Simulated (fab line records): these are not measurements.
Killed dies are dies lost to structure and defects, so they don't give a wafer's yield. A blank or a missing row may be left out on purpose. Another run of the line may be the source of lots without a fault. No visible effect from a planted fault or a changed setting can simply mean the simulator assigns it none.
Lot-split experiment    flow n5-finfet    21 wafers read across 7 lots, on a route 1938 steps long

## ON THE SPLIT
At N5_BEOL_M0_TRENCH_ETCH_107 (etches SiOC in C4F6/O2, target depth 32.8 nm, time 16.4 s), the setting target-depth-a was moved away from the recipe's 328 angstrom on 8 of the 21 wafers read, by -9.8% to +7.2%. All remaining wafers had this setting at the recipe value.

Reading taken at the split's own step.

## THE READING
BEOL_M0.feature-depth-nm (the simulator's own value, which no gauge read), in nm, at N5_BEOL_M0_TRENCH_ETCH_107 (etches SiOC in C4F6/O2, target depth 32.8 nm, time 16.4 s). No usual value for it is given in the file. Here, 13 wafers ran the recipe; their average is 32.6 nm with a standard deviation of 0.59 nm.

wafer   tool, chamber at the split  target-depth-a as run, angstrom  against the recipe  BEOL_M0.feature-depth-nm, nm  against lot-mates on the recipe
L080.2  rie-diel-05, 2              345.6                            +5.4%               33.6                          +1.0
L080.3  rie-diel-05, 0              328                              recipe              32.6                          -
L080.4  rie-diel-05, 1              345.6                            +5.4%               35.2                          +2.6
L084.1  rie-diel-06, 3              296                              -9.8%               29.6                          -2.8
L084.3  rie-diel-06, 0              328                              recipe              32                            -
L084.4  rie-diel-06, 2              328                              recipe              32.8                          -
L091.2  rie-diel-06, 3              297.7                            -9.2%               29.8                          -3.0
L091.4  rie-diel-06, 0              297.7                            -9.2%               29.2                          -3.6
L091.6  rie-diel-06, 3              328                              recipe              32.8                          -
L093.1  rie-diel-05, 0              340.9                            +3.9%               33.8                          +0.4
L093.3  rie-diel-05, 1              340.9                            +3.9%               35                            +1.6
L093.5  rie-diel-05, 1              328                              recipe              33.4                          -
L095.1  rie-diel-06, 3              328                              recipe              32.8                          -
L095.3  rie-diel-06, 0              351.6                            +7.2%               34.6                          +1.5
L095.6  rie-diel-06, 2              328                              recipe              33.4                          -
L096.1  rie-diel-01, 3              328                              recipe              32.6                          -
L096.4  rie-diel-01, 3              328                              recipe              32.6                          -
L096.2  rie-diel-01, 1              328                              recipe              31                            -
L097.1  rie-diel-05, 0,3            328                              recipe              32.4                          -
L097.2  rie-diel-05, 0,3            328                              recipe              32.4                          -
L097.3  rie-diel-05, 2              328                              recipe              33                            -
Rows listing several chambers each stand for several wafers; the file does not say which wafer went through which chamber.

FIT RESULTS
A straight line over all 21 wafers: BEOL_M0.feature-depth-nm changes by +0.331 nm for each +1% of target-depth-a; r = +0.93; the points scatter about the line by 0.62 nm.
The same after taking each lot's own level away (the mean of its wafers on the recipe; 21 wafers): +0.31 nm for each +1%; r = +0.94; scatter 0.54 nm.
The reading moves by 3 nm for the largest change in target-depth-a, on that fit.
The lots' own levels span 32.07 to 33.40 nm, that is 2.3 times the standard deviation above.
So the lot-to-lot level changes the slope little: the two slopes agree.
Check: with one of the wafers moved furthest among these (-9.8%) left out of the fit, the line predicts -3.22 nm for it against its lot-mates. It came out at -2.8 nm against them.

## THESE WAFERS: OTHER SPLITS
Note: prior to the reading, these wafers also went through further splits. Each is held against what the fit with the lots' levels taken away leaves over:
other split on the same wafers         wafers away from the commonest value  r with BEOL_M0.feature-depth-nm (lot level and that fit taken away)
N5_SD_EPI_N_ETCH_16 target-depth-a     6                                     +0.11
N5_HKMG_FIN_HK_ALD_01 ald-cycles       3                                     +0.12
N5_HKMG_FIN_EXPOSE_46 dose-mj          9                                     -0.18
N5_GATE_CUT_ALD_22 ald-cycles          7                                     -0.03
N5_MOL_CONTACT_COAG_EXPOSE_81 dose-mj  4                                     -0.02
N5_BEOL_M0_SAQP_COAT_08 spin-rpm       6                                     -0.32
N5_BEOL_M0_SAQP_DESCUM_19 time-s       12                                    -0.10
N5_BEOL_M0_ETCH_138 source-w           10                                    +0.23

## THE FILE'S OWN FIT
BEOL_M0.feature-depth-nm changes by +0.297 nm for each +1% of target-depth-a, r = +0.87.
